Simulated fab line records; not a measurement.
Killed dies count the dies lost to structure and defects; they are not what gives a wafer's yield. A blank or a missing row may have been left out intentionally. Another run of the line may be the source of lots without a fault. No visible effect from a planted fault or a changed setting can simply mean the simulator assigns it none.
Struck lot and sound lot, side by side	flow n5_finfet	35 steps out of a route of 1938
Sound: wafers L757.2, L757.4, L757.5. Struck: wafer L749.4 (L749.2, L749.3, from the same lot, were not struck and are left out); the cause is given at the end.
At each step with rows: each side's tool, then ch and its chambers, then its first start. Under that, the readings that differ: sound wafers	struck wafers	difference of the means	sigmas: that difference in standard deviations of wafers without a fault.
alike: a reading whose means differ by less than 2 such deviations, as well as words and numbers matching on both sides. not compared: withheld readings; readings where some wafer has no value; bounds like >300 that might hide an equal value; numbers whose values overlap and for which the record gives no deviation.
A row with sigmas, a row that says differs or no value, or rows on one side alone: a step with any of these is where the two part. When numbers do not overlap yet have no deviation, they are printed without sigmas and do not part them. A reading missing from all wafers of one side parts the sides only when that side holds two or more wafers.

first, 9 steps without rows for these wafers: N5_BEOL_M14_SOFTBAKE_23 (time 60 s); N5_BEOL_M14_EXPOSE_25 (exposes mask M14, target cd 280 nm); N5_BEOL_M14_PEB_26 (peb time 90 s); N5_BEOL_M14_DEVELOP_27 (develop time 45 s); N5_BEOL_M14_HARDBAKE_32 (time 120 s); N5_BEOL_M14_DESCUM_33 (chemistry O2, time 7.9 s); N5_BEOL_M14_ETCH_67 (etches SiARC in CF4, target depth 143 nm, time 238.3 s); N5_BEOL_M14_ETCH_68 (etches SOC in N2/H2, time 450 s); N5_BEOL_M14_STRIP_69 (strips in N2/H2).
N5_BEOL_M14_TRENCH_ETCH_34: etches SiO2 in C4F8/O2/Ar, target depth 556.65 nm, time 126.9 s.
  sound on rie_diel-06 ch 0,1,2, day 16 01:14; struck on rie_diel-02 ch 2, day 13 17:49
  alike: drypump_motor_current_A, oes_product_au, rf_vpp_V, showerhead_plenum_p_Torr, throttle_valve_pct
  not compared: rf_hours_counter_h
then, 24 steps without rows for these wafers: N5_BEOL_M14_STRIP_70 (strips in C4F8/O2/Ar); N5_BEOL_M14_STRIP_37 (strips in O2); N5_BEOL_M14_ETCH_38 (etches SiCN in CF4/N2, target depth 106.5 nm, time 120.6 s); N5_BEOL_M14_PRECLEAN_39 (cleans in residue remover, time 60 s); N5_BEOL_M14_SRD_40 (time 30 s, dry time 30 s); N5_BEOL_M14_DEGAS_41 (time 60 s); N5_BEOL_M14_PRE_CLEAN_42 (time 30 s); N5_BEOL_M14_SPUTTER_43 (material TaN, target thk 15 nm, time 24.19 s); N5_BEOL_M14_SPUTTER_44 (material Ta, target thk 15 nm, time 24.19 s); N5_BEOL_M14_SPUTTER_45 (material Cu, target thk 100 nm, time 16.67 s); N5_BEOL_M14_ECD_47 (material Cu, target thk 1248 nm); N5_BEOL_M14_ANNEAL_48 (time 90 s); N5_BEOL_M14_CMP_49 (polishes, stops on SiO2, t overpolish 5.2 s, target thk 560 nm); N5_BEOL_M14_PRE_CLEAN_52 (time 15 s); N5_BEOL_M14_DEP_53 (deposits SiCN from 3MS/NH3, target thk 50 nm, time 17.8 s); N5_BEOL_M15_ILD_DEP_00 (deposits SiO2 from TEOS/O2, target thk 1629.3 nm, time 346.1 s); N5_BEOL_M15_COAT_58 (time 60 s, resist thk 89 nm); N5_BEOL_M15_COAT_04 (resist thk 800 nm); N5_BEOL_M15_EBR_06; N5_BEOL_M15_SOFTBAKE_05 (time 60 s); N5_BEOL_M15_EXPOSE_07 (exposes mask V14); N5_BEOL_M15_PEB_08 (peb time 90 s); N5_BEOL_M15_DEVELOP_09 (develop time 45 s); N5_BEOL_M15_HARDBAKE_14 (time 120 s).
N5_PASSIVATION_PROBE_49:
  rows exist in the record for the struck wafers here (prober-02, day 15 00:55), but not for the sound ones

WHERE THEY PART
N5_PASSIVATION_PROBE_49 only, going by this record.

WHY: whatever the simulator had introduced
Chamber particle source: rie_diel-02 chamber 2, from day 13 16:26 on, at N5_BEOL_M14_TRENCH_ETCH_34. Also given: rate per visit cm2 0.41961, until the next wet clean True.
